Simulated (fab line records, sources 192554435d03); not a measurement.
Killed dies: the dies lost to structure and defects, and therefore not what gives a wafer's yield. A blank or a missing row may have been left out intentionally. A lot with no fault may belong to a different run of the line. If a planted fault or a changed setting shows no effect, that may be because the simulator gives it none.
Which of the tools did it? :: flow n5_finfet :: route of 1938 steps, sampled at 1 step: 12 lots, 36 wafers

WHAT EACH GAUGE READ, for each wafer
N5_ILD0_THK_MEAS_08.
lot: L075
measured: day 3 19:46
on: film_metro-02
thk_nm (nm): 139.1 140.3 139.6

lot: L077
measured: day 4 07:31
on: film_metro-02
thk_nm (nm): 138.6 140.2 141.4

lot: L079
measured: day 4 18:56
on: film_metro-02
thk_nm (nm): 138.0 139.5 139.8

lot: L081
measured: day 5 07:17
on: film_metro-02
thk_nm (nm): 139.0 138.9 138.5

lot: L083
measured: day 5 22:23
on: film_metro-02
thk_nm (nm): 138.6 139.7 139.3

lot: L085
measured: day 6 10:20
on: film_metro-01
thk_nm (nm): 138.5 138.7 140.3

lot: L087
measured: day 6 21:02
on: film_metro-02
thk_nm (nm): 138.1 136.7 136.9

lot: L089
measured: day 7 10:55
on: film_metro-01
thk_nm (nm): 139.7 139.0 138.6

lot: L091
measured: day 7 18:54
on: film_metro-01
thk_nm (nm): 140.0 138.3 141.3

lot: L093
measured: day 8 07:43
on: film_metro-01
thk_nm (nm): 137.9 138.9 138.5

lot: L095
measured: day 8 20:47
on: film_metro-01
thk_nm (nm): 140.9 141.0 139.8

lot: L097
measured: day 9 10:59
on: film_metro-01
thk_nm (nm): 139.6 140.7 138.2

TOOL THAT RAN EACH LOT (tool first, then ch and the chambers of the sampled wafers, then the start)
No process step before these readings appears in the record.

THE ANSWER, worked out from the rows above alone
Rule: the lots themselves supply what counts as usual. The widest of any qualifying gaps counts: lots, ordered by their means at a reading, are off when they make up no more than a third of the lots, leave a main group of 4 or more, and stand apart from it by 3 or more times the standard deviation of that group's means. The tables above print the reading to a certain number of digits; a main group whose means all agree to those digits is not used. Also off: a lot with no number at a reading for which 4 or more lots have one. All remaining lots with rows at the step are treated as sound.
Nothing can be told from this: no lot is off at any reading shown.

WHAT HAD BEEN PUT IN BY THE SIMULATOR
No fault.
